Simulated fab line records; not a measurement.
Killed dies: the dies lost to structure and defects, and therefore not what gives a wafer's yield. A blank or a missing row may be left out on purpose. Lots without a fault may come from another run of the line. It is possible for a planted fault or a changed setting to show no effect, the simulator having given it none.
fab line records	flow n5_finfet
[record] lots = 6	wafers = 16	last_day = 17
route steps=1938 shown BEOL_M1@767 BEOL_M4@1111 PASSIVATION@1936
lots that met no fault: taken from a fault-free run of the same line
start_h: hours from the record's first day to the start of the lot's first wafer shown	wait_h: hours elapsed since this lot's preceding step	" same as the row above	L1.1+2: a row that stands for several wafers	- either no value or no given start	* or withheld: withheld	< > ~ a bound
route shown NAME@n: NAME is a module with steps in the file, n the number in the route of the first one	usual: mean/standard deviation taken from wafers without a fault	same: alike in all rows	chamber/n: place in a boat	sites: readings site by site	_std_site: the standard deviation of these	_edge_site: outer sites' mean less inner sites'	radius_mm: how far each site lies from the wafer's centre	mask NAME#n: copy n	behind: the most recent tool/chamber to have shaped the wafer	hold: the reason the lot was held/the length of the hold in hours/how it ended	device: which transistor (n, p or np) failed to switch	end of line: the route-end tests of the same wafers	a step without rows: its recipe alone	killed: not the wafer's yield, but the dies lost to structure and defects at the first sort	map: a wafer's dies, marking killed ones x, the rest . and places with no die _
set.NAME: the setting that was run; set.NAME@STEP: the one run at that earlier step	model.NAME: the simulator's own value behind a step, which no gauge read
certain route steps with their lots: each step a table, each wafer a row
services: the hour from which a tool's chamber was out of use, counted from the record's first day as start_h (under 0 if before that day), plus the number of hours and why
[[steps]]
[step N5_BEOL_M1_DESCUM_16]
[recipe] chemistry = O2	time_s = 7	source_power_w = 50	bias_power_w = 20	pressure_mtorr = 20	rf_frequency_hz = 2.712e+07	temp_c = 40	resist = CAR-EUV	o2_flow_sccm = 225
[usual] drypump_motor_current_A = 5.7/0.44	oes_product_au = 0.79/0.096	rf_vpp_V = 243.6/1.6	showerhead_plenum_p_Torr = 2.11/0.083	throttle_valve_pct = 20.43/0.24
lot.wafer	tool	chamber	start_h	wait_h	drypump_motor_current_A	oes_product_au	rf_hours_counter_h	rf_vpp_V	showerhead_plenum_p_Torr	throttle_valve_pct
L133.1	rie_diel-06	3	150.67	0.0	5.1	0.67	249	241.7	2.04	20.39
L133.3	"	0	"	"	5.5	0.95	3	242.4	2.05	20.23
L133.5	"	3	"	"	5.1	0.67	-	241.3	2.04	20.37
L139.3	rie_diel-02	2	208.64	0.1	5.7	0.89	44	247.1	2.23	20.51
L139.6	"	3	"	"	6.3	0.76	-	240.1	1.92	20.54
L141.2	rie_diel-01	2	211.80	0.1	5.5	0.71	223	243.5	2.16	20.64
L141.5	"	2	"	"	5.5	0.71	-	243.2	2.16	20.64
L141.6	"	1	"	"	5.2	0.67	-	243.7	2.13	20.48
L144.1	rie_diel-06	1	217.23	0.0	5.2	0.80	79	245.5	2.19	20.61
L144.2	"	0	"	"	5.5	0.88	26	241.7	2.04	20.27
L144.4	"	2	"	"	6.2	0.67	225	243.4	2.18	20.43
L146.2	rie_diel-01	2	229.36	0.1	5.5	0.70	227	244.9	2.16	20.65
L146.4	"	2	"	"	5.4	0.70	-	243.3	2.16	20.65
L146.6	"	1	"	"	5.2	0.66	-	243.1	2.13	20.48
L149.3	rie_diel-01	3	243.88	0.0	6.3	0.85	26	242.7	2.10	19.76
L149.6	"	1	"	"	5.2	0.67	-	244.6	2.13	20.51
[step N5_BEOL_M1_ETCH_74]
[recipe] chemistry = N2/H2	target = underlayer	target_depth_a = 65	mask_material = CAR-EUV	time_s = 5.2	ion_energy_ev = 200	pressure_mtorr = 30	source_w = 840	bias_w = 150	n2_flow_sccm = 200	h2_flow_sccm = 200	ends = cleared
[usual] drypump_motor_current_A = 5.7/0.45	etch_rf_on_time_s = 5.15/0.13	oes_product_au = 0.68/0.08	rf_vpp_V = 525/3	showerhead_plenum_p_Torr = 2.58/0.097	throttle_valve_pct = 17.99/0.24
lot.wafer	tool	chamber	start_h	wait_h	drypump_motor_current_A	etch_rf_on_time_s	oes_product_au	rf_hours_counter_h	rf_vpp_V	showerhead_plenum_p_Torr	throttle_valve_pct
L133.1	rie_diel-06	3	150.71	0.0	5.1	5.18	0.57	249	524	2.52	18.06
L133.3	"	0	"	"	5.5	5.02	0.82	3	521	2.49	17.70
L133.5	"	3	"	"	5.1	5.19	0.58	-	523	2.52	18.05
L139.3	rie_diel-02	2	208.68	0.0	5.7	5.09	0.77	44	527	2.71	18.08
L139.6	"	3	"	"	6.3	5.23	0.64	-	518	2.33	18.02
L141.2	rie_diel-01	2	211.83	0.0	5.5	5.14	0.62	223	526	2.61	18.04
L141.5	"	2	"	"	5.6	5.12	0.61	-	527	2.61	18.06
L141.6	"	1	"	"	5.2	5.30	0.58	-	526	2.63	18.17
L144.1	rie_diel-06	1	217.26	0.0	5.2	5.06	0.70	79	528	2.66	18.04
L144.2	"	0	"	"	5.5	5.06	0.76	26	521	2.48	17.75
L144.4	"	2	"	"	6.2	4.99	0.60	225	524	2.62	17.83
L146.2	rie_diel-01	2	229.39	0.0	5.5	5.09	0.61	227	528	2.60	18.04
L146.4	"	2	"	"	5.5	5.10	0.61	-	526	2.60	18.06
L146.6	"	1	"	"	5.2	5.25	0.58	-	529	2.62	18.17
L149.3	rie_diel-01	3	243.92	0.0	6.4	5.42	0.72	26	524	2.60	17.51
L149.6	"	1	"	"	5.2	5.43	0.57	-	525	2.62	18.18
[step N5_BEOL_M1_ETCH_63]
[recipe] chemistry = CF4	target = SiARC	target_depth_a = 156	mask_material = CAR-EUV	time_s = 26	ion_energy_ev = 80	pressure_mtorr = 40	source_w = 545	bias_w = 36	Ar_flow_sccm = 100	cf4_flow_sccm = 100	ends = cleared
[usual] cf4_flow_sccm = 100.00/0.29	drypump_motor_current_A = 5.7/0.45	etch_rf_on_time_s = 25.7/0.58	oes_product_au = 0.68/0.081	rf_vpp_V = 184.5/1.3	showerhead_plenum_p_Torr = 2.17/0.08	throttle_valve_pct = 15.66/0.24
lot.wafer	tool	chamber	start_h	wait_h	cf4_flow_sccm	drypump_motor_current_A	etch_rf_on_time_s	oes_product_au	rf_hours_counter_h	rf_vpp_V	showerhead_plenum_p_Torr	throttle_valve_pct
L133.1	rie_diel-06	3	150.72	0.0	99.99	5.1	25.5	0.58	249	182.9	2.12	15.91
L133.3	"	0	"	"	100.27	5.5	25.4	0.83	3	184.9	2.11	15.42
L133.5	"	3	"	"	100.07	5.1	25.7	0.58	-	183.9	2.12	15.91
L139.3	rie_diel-02	2	208.69	0.0	99.62	5.7	25.2	0.77	44	184.4	2.26	15.53
L139.6	"	3	"	"	100.33	6.3	25.9	0.64	-	182.9	1.96	15.63
L141.2	rie_diel-01	2	211.85	0.0	100.21	5.5	25.6	0.62	223	184.3	2.21	15.88
L141.5	"	2	"	"	100.29	5.5	25.6	0.62	-	184.1	2.21	15.87
L141.6	"	1	"	"	100.20	5.2	26.7	0.58	-	183.7	2.22	15.95
L144.1	rie_diel-06	1	217.28	0.0	100.34	5.2	25.9	0.68	79	184.6	2.25	15.81
L144.2	"	0	"	"	100.22	5.5	25.8	0.76	26	182.4	2.11	15.46
L144.4	"	2	"	"	100.29	6.2	25.2	0.59	225	183.2	2.20	15.50
L146.2	rie_diel-01	2	229.41	0.0	100.21	5.5	25.7	0.61	227	185.5	2.21	15.87
L146.4	"	2	"	"	99.82	5.5	25.6	0.62	-	184.1	2.21	15.89
L146.6	"	1	"	"	100.30	5.2	26.4	0.58	-	184.5	2.22	15.95
L149.3	rie_diel-01	3	243.93	0.0	100.03	6.3	26.2	0.74	26	184.5	2.18	15.13
L149.6	"	1	"	"	99.95	5.2	26.3	0.57	-	185.0	2.22	15.98
[step N5_BEOL_M1_ETCH_64]
[recipe] chemistry = N2/H2	target = SOC	target_depth_a = 750	overetch_a = 150	mask_material = SiARC	temp_c = 40	time_s = 112.5	ion_energy_ev = 200	pressure_mtorr = 30	source_w = 840	bias_w = 150	n2_flow_sccm = 200	h2_flow_sccm = 200
[step N5_BEOL_M1_STRIP_65]
[recipe] chemistry = N2/H2	temp_c = 40	n2_flow_sccm = 200	h2_flow_sccm = 200	rf_frequency_hz = 6e+07
[step N5_BEOL_M1_STRIP_75]
[recipe] chemistry = N2/H2	temp_c = 40	n2_flow_sccm = 200	h2_flow_sccm = 200	rf_frequency_hz = 6e+07
[step N5_BEOL_M1_STRIP_66]
[recipe] chemistry = CF4	resist = SiARC	power_w = 300	bias_power_w = 75	pressure_mtorr = 50	cf4_flow_sccm = 150	rf_frequency_hz = 6e+07
[step N5_BEOL_M1_HM_OPEN_17]
[recipe] chemistry = Cl2/BCl3	target_depth_a = 200	overetch_a = 60	target = TiN	mask_material = SOC	ion_energy_ev = 150	pressure_mtorr = 10	icp_w = 1000	bias_w = 126	Cl2_flow_sccm = 53.25	bcl3_flow_sccm = 21.75	Ar_flow_sccm = 25
[usual] drypump_motor_current_A = 5.7/0.45	oes_product_au = 0.65/0.075	throttle_valve_pct = 22.08/0.14
lot.wafer	tool	chamber	start_h	wait_h	drypump_motor_current_A	oes_product_au	rf_hours_counter_h	throttle_valve_pct
L133.1	rie_metal-03	1	150.92	0.0	6.0	0.68	35	22.07
L133.3	"	0	"	"	6.3	0.68	-	21.92
L133.5	"	0	"	"	6.3	0.68	-	21.89
L139.3	rie_metal-03	1	208.92	0.1	6.0	0.65	-	22.10
L139.6	"	0	"	"	6.3	0.66	-	21.92
L141.2	rie_metal-02	0	212.05	0.0	5.2	0.74	21	21.98
L141.5	"	0	"	"	5.2	0.74	-	22.00
L141.6	"	1	"	"	5.4	0.52	-	22.39
L144.1	rie_metal-03	0	217.47	0.0	6.3	0.66	40	21.92
L144.2	"	1	"	"	6.0	0.65	43	22.10
L144.4	"	0	"	"	6.3	0.66	-	21.93
L146.2	rie_metal-03	1	229.61	0.0	6.0	0.65	44	22.11
L146.4	"	0	"	"	6.3	0.65	-	21.94
L146.6	"	0	"	"	6.3	0.65	-	21.94
L149.3	rie_metal-03	1	244.16	0.1	6.0	0.65	-	22.09
L149.6	"	0	"	"	6.3	0.65	-	21.93
[step N5_BEOL_M1_STRIP_19]
[recipe] chemistry = O2	power_w = 400	temp_c = 40	pressure_mtorr = 30	rf_frequency_hz = 6e+07	bias_power_w = 0	overash_fraction = 0.2	o2_flow_sccm = 225
[usual] drypump_motor_current_A = 5.7/0.42	oes_product_au = 0.80/0.09	rf_vpp_V = 3.6/0.48	showerhead_plenum_p_Torr = 2.12/0.094	throttle_valve_pct = 16.69/0.22
[same] overash_fraction = 0.2
lot.wafer	tool	chamber	start_h	wait_h	drypump_motor_current_A	oes_product_au	rf_hours_counter_h	rf_vpp_V	showerhead_plenum_p_Torr	throttle_valve_pct
L133.1	rie_diel-02	0	151.03	0.1	5.7	0.74	169	4.3	2.17	16.93
L133.3	"	1	"	"	5.8	0.73	166	3.0	2.09	16.66
L133.5	"	2	"	"	5.7	0.93	-	4.1	2.24	16.62
L139.3	rie_diel-06	0	209.13	0.2	5.5	0.89	23	3.6	2.04	16.44
L139.6	"	0	"	"	5.5	0.89	-	4.2	2.04	16.46
L141.2	rie_diel-01	1	212.16	0.1	5.2	0.67	222	3.8	2.14	16.77
L141.5	"	3	"	"	6.4	0.89	-	4.2	2.11	16.02
L141.6	"	2	"	"	5.5	0.70	-	3.0	2.16	16.94
L144.1	rie_diel-02	3	217.68	0.2	6.3	0.75	145	3.3	1.93	16.79
L144.2	"	0	"	"	5.7	0.72	193	3.2	2.16	16.96
L144.4	"	0	"	"	5.7	0.73	-	3.1	2.16	16.96
L146.2	rie_diel-01	2	229.81	0.2	5.5	0.70	227	3.4	2.16	16.93
L146.4	"	3	"	"	6.4	0.87	-	4.0	2.11	16.03
L146.6	"	2	"	"	5.5	0.70	-	3.1	2.16	16.95
L149.3	rie_diel-06	0	244.24	0.1	5.5	0.88	30	2.6	2.04	16.45
L149.6	"	3	"	"	5.1	0.90	-	3.1	2.03	16.49
[step N5_BEOL_M1_CD_MEAS_18]
[recipe] pitch_nm = 36	target_cd_nm = 18
[usual] cd_nm = 17.9/0.43
lot.wafer	tool	chamber	start_h	wait_h	cd_nm
L133.1	cd_sem-01	-	151.10	0.0	17.2
L133.3	"	-	"	"	17.3
L133.5	"	-	"	"	17.6
L139.3	cd_sem-02	-	209.21	0.1	17.4
L139.6	"	-	"	"	18.2
L141.2	cd_sem-03	-	212.23	0.1	17.3
L141.5	"	-	"	"	17.6
L141.6	"	-	"	"	17.5
L144.1	cd_sem-02	-	217.75	0.0	18.7
L144.2	"	-	"	"	17.4
L144.4	"	-	"	"	17.9
L146.2	cd_sem-03	-	229.88	0.1	17.9
L146.4	"	-	"	"	17.8
L146.6	"	-	"	"	18.1
L149.3	cd_sem-01	-	244.32	0.1	17.8
L149.6	"	-	"	"	17.8
[step N5_BEOL_M1_COAT_67]
[recipe] resist = SOC	temp_c = 250	time_s = 60	spin_rpm = 1500	resist_thk_nm = 60
[step N5_BEOL_M1_COAT_68]
[recipe] resist = SiARC	temp_c = 220	time_s = 60	spin_rpm = 1500	resist_thk_nm = 12
[step N5_BEOL_M1_COAT_76]
[recipe] resist = underlayer	temp_c = 205	time_s = 60	spin_rpm = 1500	resist_thk_nm = 5
[usual] resist_line_temp_C = 22.98/0.11	run_length_s = 66.17/0.21	spin_speed_rpm = 1499.9/0.94
lot.wafer	tool	chamber	start_h	wait_h	resist_line_temp_C	run_length_s	spin_speed_rpm
L133.1	litho_track-04	0	151.14	-	22.91	66.56	1500.9
L133.3	"	0	"	"	22.90	66.29	1502.1
L133.5	"	0	"	"	22.91	66.20	1500.3
L139.3	litho_track-04	0	209.25	-	23.13	83.36	1499.8
L139.6	"	0	"	"	23.04	66.39	1499.1
L141.2	litho_track-04	0	212.27	-	22.83	83.23	1498.4
L141.5	"	0	"	"	23.02	66.48	1499.9
L141.6	"	0	"	"	22.90	66.47	1499.2
L144.1	litho_track-01	0	217.79	-	23.02	65.85	1499.2
L144.2	"	0	"	"	22.93	65.81	1501.5
L144.4	"	0	"	"	22.68	65.92	1499.4
L146.2	litho_track-01	0	229.92	-	22.96	65.98	1499.7
L146.4	"	0	"	"	22.84	65.96	1499.8
L146.6	"	0	"	"	22.97	66.00	1499.0
L149.3	litho_track-01	0	244.35	-	23.12	65.83	1500.2
L149.6	"	0	"	"	23.04	66.07	1501.6
[step N5_BEOL_M1_COAT_22]
[recipe] resist = CAR-EUV	spin_rpm = 1500	resist_thk_nm = 30
[step N5_BEOL_M4_RC_MEAS_101]
[usual] DIBL_N = 36.2/2.4	DIBL_P = 36.2/2.6	IOFF_N = 0.16/0.045	IOFF_P = 0.21/0.046	ION_N = 674/17	ION_P = 463/11	SS_N = 71.5/0.77	SS_P = 73.1/0.76	VT_N = 250/3.9	VT_P = -250/3.9
lot.wafer	tool	chamber	start_h	wait_h	DIBL_N[mV/V]	DIBL_P[mV/V]	IOFF_N[nA/um]	IOFF_P[nA/um]	ION_N[uA/um]	ION_P[uA/um]	SS_N[mV/dec]	SS_P[mV/dec]	VT_N[mV]	VT_P[mV]
L133.1	prober-01	0	185.81	0.0	39.6	39.1	0.19	0.22	691	460	71.7	74.1	248	-255
L133.3	"	0	"	"	38.9	37.5	0.17	0.19	670	451	72.0	73.3	248	-257
L133.5	"	0	"	"	39.4	39.6	0.20	0.22	687	462	71.7	74.4	247	-254
L139.3	prober-02	0	245.96	0.3	33.9	33.5	0.12	0.17	668	452	70.8	72.7	251	-252
L139.6	"	0	"	"	33.8	32.9	0.12	0.17	669	463	70.8	72.3	253	-252
L141.2	prober-01	0	249.75	0.2	35.9	33.7	0.15	0.21	681	470	71.7	72.9	251	-249
L141.5	"	0	"	"	33.7	32.1	0.13	0.19	679	476	70.1	72.7	251	-248
L141.6	"	0	"	"	38.7	36.5	0.21	0.25	693	469	71.7	73.9	245	-242
L144.1	prober-01	0	257.21	0.0	36.0	37.3	0.17	0.20	686	468	71.7	73.6	249	-251
L144.2	"	0	"	"	36.3	37.7	0.18	0.22	674	458	72.0	73.1	248	-251
L144.4	"	0	"	"	33.8	34.3	0.12	0.16	655	454	71.3	73.0	255	-255
L146.2	prober-02	0	276.78	0.2	37.3	37.7	0.18	0.25	674	461	71.0	74.0	249	-250
L146.4	"	0	"	"	37.6	36.3	0.18	0.22	655	439	71.3	73.6	250	-251
L146.6	"	0	"	"	36.4	36.0	0.16	0.21	675	461	71.0	72.9	251	-249
L149.3	prober-02	0	294.65	0.3	33.9	33.7	0.14	0.17	694	471	70.7	73.0	246	-252
L149.6	"	0	"	"	34.7	35.6	0.15	0.19	697	473	71.7	72.7	247	-250
[step N5_PASSIVATION_PROBE_49]
[usual] defect_limited_yield = 91.2/1.4	killed_at_M0_to_M3 = 33/9.5	killed_at_M4_up = 13/4.7	killed_at_contacts = 11/5.3	killed_at_front_end = 42/12	killed_at_other = 5/3.3	killed_dies = 104/17	killed_on_rim = 14/4	killed_open = 67/12	killed_short = 33/7.7	sort_bin_5_function = 5.1/0.94	sort_bin_6_memory = 3.3/0.67	sort_n_pass = 1074/24	sort_yield_pct = 91.1/2
[same] gross_dies = 1180	killed_at_back_side = 0	sort_bin_4_leakage[%] = 0	sort_bin_8_speed[%] = 0
lot.wafer	tool	chamber	start_h	wait_h	defect_limited_yield[%]	killed_at_M0_to_M3	killed_at_M4_up	killed_at_contacts	killed_at_front_end	killed_at_other	killed_dies	killed_on_rim	killed_open	killed_short	sort_bin_5_function[%]	sort_bin_6_memory[%]	sort_n_pass	sort_yield_pct[%]
L133.1	prober-01	-	275.80	0.0	92.5	43	5	6	28	7	89	12	60	27	3.7	3.5	1091	92.5
L133.3	prober-01	-	275.90	0.1	92.3	40	9	8	28	6	91	14	53	35	4.7	2.6	1089	92.3
L133.5	prober-01	-	276.00	0.2	90.9	40	10	13	39	5	107	14	72	31	5.4	3.4	1073	90.9
L141.2	prober-02	-	370.64	0.1	91.4	36	12	8	44	1	101	16	52	40	5.6	2.1	1079	91.4
L141.5	prober-02	-	370.79	0.2	90.3	32	15	11	51	5	114	16	73	38	6.0	3.2	1066	90.3
L141.6	prober-02	-	370.84	0.3	92.1	35	6	13	38	1	93	16	60	26	4.9	2.2	1087	92.1
L139.3	prober-01	-	371.66	0.1	91.2	26	19	19	37	3	104	13	70	30	5.2	3.1	1076	91.2
L139.6	prober-01	-	371.81	0.3	92.3	29	10	9	43	0	91	13	63	25	4.8	2.7	1089	92.3
L144.1	prober-02	-	388.04	0.0	92.5	22	15	5	44	2	88	10	56	25	4.0	2.6	1092	92.5
L144.2	prober-02	-	388.09	0.1	92.4	36	10	3	33	8	90	7	57	31	4.3	3.1	1090	92.4
L144.4	prober-02	-	388.19	0.2	91.2	19	16	9	40	20	104	16	59	42	4.5	3.7	1076	91.2
L146.2	prober-01	-	392.01	0.1	92.6	30	10	13	27	7	87	10	58	27	4.7	2.3	1093	92.6
L146.4	prober-01	-	392.11	0.2	91.4	32	13	8	43	5	101	14	63	32	4.2	3.3	1079	91.4
L146.6	prober-01	-	392.21	0.3	89.2	34	15	19	54	6	128	16	87	41	6.3	4.4	1052	89.2
L149.3	prober-02	-	406.99	0.1	90.6	26	21	19	44	1	111	21	90	15	5.2	3.6	1069	90.6
L149.6	prober-02	-	407.14	0.3	92.5	32	14	8	31	4	89	17	62	25	4.7	2.8	1091	92.5
// killed by level:class
L133.1 BEOL_M0_SAQP:geometric_particle:open=9 BEOL_M0_SAQP:geometric_particle:short=9 BEOL_M2:geometric_particle:open=9 BEOL_M3:geometric_particle:open=8 STI_FIN_REVEAL:geometric_particle:open=7 FIN_SAQP:geometric_particle:open=5 MOL_CONTACT_COAG:geometric_particle:open=4 DUMMY_GATE:geometric_particle:open=3
L133.3 BEOL_M0_SAQP:geometric_particle:short=13 BEOL_M0_SAQP:geometric_particle:open=9 STI_FIN_REVEAL:geometric_particle:open=8 FIN_SAQP:geometric_particle:short=7 MOL_CONTACT_COAG:geometric_particle:open=7 FIN_SAQP:geometric_particle:open=5 BEOL_M3:geometric_particle:open=5 BEOL_M0:geometric_particle:open=3
L133.5 BEOL_M3:geometric_particle:open=14 MOL_CONTACT_COAG:geometric_particle:open=11 BEOL_M2:geometric_particle:open=11 FIN_SAQP:geometric_particle:open=7 FIN_SAQP:geometric_particle:short=6 STI_FIN_REVEAL:geometric_particle:short=5 STI_FIN_REVEAL:geometric_particle:open=4 DUMMY_GATE:geometric_particle:open=4
L141.2 FIN_SAQP:geometric_particle:short=11 BEOL_M0_SAQP:geometric_particle:short=11 FIN_SAQP:geometric_particle:open=8 GATE_CUT:geometric_particle:short=8 MOL_CONTACT_COAG:geometric_particle:open=8 BEOL_M1:geometric_particle:open=6 BEOL_M0_SAQP:geometric_particle:open=5 BEOL_M3:geometric_particle:open=5
L141.5 FIN_SAQP:geometric_particle:open=16 FIN_SAQP:geometric_particle:short=11 BEOL_M0_SAQP:geometric_particle:open=10 MOL_CONTACT_COAG:geometric_particle:open=9 BEOL_M4:geometric_particle:open=9 BEOL_M0_SAQP:geometric_particle:short=8 BEOL_M3:geometric_particle:open=6 STARTING-WAFER:geometric_particle:open=5
L141.6 FIN_SAQP:geometric_particle:open=16 BEOL_M3:geometric_particle:open=11 MOL_CONTACT_COAG:geometric_particle:open=9 FIN_SAQP:geometric_particle:short=8 BEOL_M0_SAQP:geometric_particle:short=8 BEOL_M0_SAQP:geometric_particle:open=4 HKMG_FIN:area_etch=4 DUMMY_GATE:geometric_particle:open=3
L139.3 MOL_CONTACT_COAG:geometric_particle:open=16 FIN_SAQP:geometric_particle:open=11 FIN_SAQP:geometric_particle:short=5 BEOL_M0_SAQP:geometric_particle:short=5 BEOL_M0_SAQP:geometric_particle:open=5 BEOL_M2:geometric_particle:open=5 STI_FIN_REVEAL:geometric_particle:open=4 BEOL_M3:geometric_particle:open=4
L139.6 FIN_SAQP:geometric_particle:open=14 BEOL_M0_SAQP:geometric_particle:open=8 FIN_SAQP:geometric_particle:short=7 MOL_CONTACT_COAG:geometric_particle:open=7 BEOL_M3:geometric_particle:open=7 BEOL_M0_SAQP:geometric_particle:short=6 GATE_CUT:geometric_particle:open=4 STARTING-WAFER:geometric_particle:open=4
L144.1 BEOL_M4:geometric_particle:open=9 HKMG_FIN:area_etch=7 STI_FIN_REVEAL:geometric_particle:open=6 BEOL_M0_SAQP:geometric_particle:short=6 BEOL_M3:geometric_particle:open=6 STARTING-WAFER:geometric_particle:open=5 DUMMY_GATE:geometric_particle:open=5 MOL_CONTACT_COAG:geometric_particle:open=5
L144.2 BEOL_M2:geometric_particle:open=11 BEOL_M1:geometric_particle:open=7 GATE_CUT:geometric_particle:short=6 BEOL_M0_SAQP:geometric_particle:short=6 BEOL_M4:geometric_particle:open=5 STARTING-WAFER:geometric_particle:open=5 FIN_SAQP:geometric_particle:open=4 BEOL_M0_SAQP:geometric_particle:open=4
L144.4 FIN_SAQP:geometric_particle:open=11 PASS1_CAP:geometric_particle:open=9 GATE_CUT:geometric_particle:short=8 MOL_CONTACT_COAG:geometric_particle:open=6 FIN_SAQP:geometric_particle:short=5 STI_FIN_REVEAL:geometric_particle:open=5 BEOL_M4:geometric_particle:open=4 BEOL_M1:geometric_particle:open=4
L146.2 BEOL_M0_SAQP:geometric_particle:open=10 STI_FIN_REVEAL:geometric_particle:open=9 MOL_CONTACT_COAG:geometric_particle:open=9 GATE_CUT:geometric_particle:short=6 BEOL_M1:geometric_particle:open=6 MOL_CONTACT_COAG:geometric_particle:short=4 BEOL_M0_SAQP:geometric_particle:short=4 BEOL_M2:geometric_particle:open=4
L146.4 BEOL_M2:geometric_particle:open=10 BEOL_M0_SAQP:geometric_particle:short=9 FIN_SAQP:geometric_particle:open=7 FIN_SAQP:geometric_particle:short=6 MOL_CONTACT_COAG:geometric_particle:open=6 HKMG_FIN:area_etch=6 STI_FIN_REVEAL:geometric_particle:open=5 DUMMY_GATE:geometric_particle:open=5
L146.6 FIN_SAQP:geometric_particle:open=18 STI_FIN_REVEAL:geometric_particle:open=12 MOL_CONTACT_COAG:geometric_particle:open=12 BEOL_M0_SAQP:geometric_particle:open=8 MOL_CONTACT_COAG:geometric_particle:short=7 BEOL_M0_SAQP:geometric_particle:short=7 FIN_SAQP:geometric_particle:short=5 BEOL_M4:geometric_particle:open=5
L149.3 STI_FIN_REVEAL:geometric_particle:open=16 MOL_CONTACT_COAG:geometric_particle:open=16 DUMMY_GATE:geometric_particle:open=9 BEOL_M4:geometric_particle:open=8 BEOL_M0_SAQP:geometric_particle:open=7 BEOL_M2:geometric_particle:open=7 BEOL_M3:geometric_particle:open=7 BEOL_M6:geometric_particle:open=6
L149.6 BEOL_M2:geometric_particle:open=9 BEOL_M3:geometric_particle:open=8 MOL_CONTACT_COAG:geometric_particle:open=7 BEOL_M1:geometric_particle:open=7 DUMMY_GATE:geometric_particle:open=5 BEOL_M4:geometric_particle:open=5 STI_FIN_REVEAL:geometric_particle:open=4 GATE_CUT:geometric_particle:open=4
[[services]]
tool	chamber	start_h	hours	kind
rie_diel-01	3	148.32	7.9	repair
rie_diel-06	3	154.22	-	clean
rie_diel-06	3	154.22	-	consumable_replace:focus_ring
rie_diel-06	3	154.22	12.6	scheduled_down
rie_diel-06	3	154.22	12.6	vent_cycle
rie_diel-01	3	156.65	-	clean
rie_diel-01	3	156.65	-	consumable_replace:focus_ring
rie_diel-01	3	156.65	21.4	scheduled_down
rie_diel-01	3	156.65	21.4	vent_cycle
rie_diel-02	1	196.13	24.9	repair
rie_diel-01	0	211.47	-	clean
rie_diel-01	0	211.47	-	consumable_replace:focus_ring
rie_diel-01	0	211.47	18.4	scheduled_down
rie_diel-01	0	211.47	18.4	vent_cycle
rie_diel-01	2	218.89	6.3	repair
rie_metal-02	1	223.82	-	clean
rie_metal-02	1	223.82	22.5	scheduled_down
rie_metal-02	1	223.82	22.5	vent_cycle
rie_diel-06	2	227.39	4.3	repair
[[key]]
[first_sign] step = N5_BEOL_M1_COAT_76	reading = run_length_s	direction = up	sigmas = 80	usual = *	struck = *
effect none on later readings
met_at N5_BEOL_M1_COAT_76
struck_wafers L139.3,L141.2
onset_between 151.14 209.25
[fault] kind = process_parameter_drift	tool = litho_track-04	chamber = -	onset_h = 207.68	steps = N5_BEOL_M1_COAT_76	channel = time_s	offset = *	shape = step	end_h = 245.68	scope = struck_wafers_only	acts_in = *	stated = *
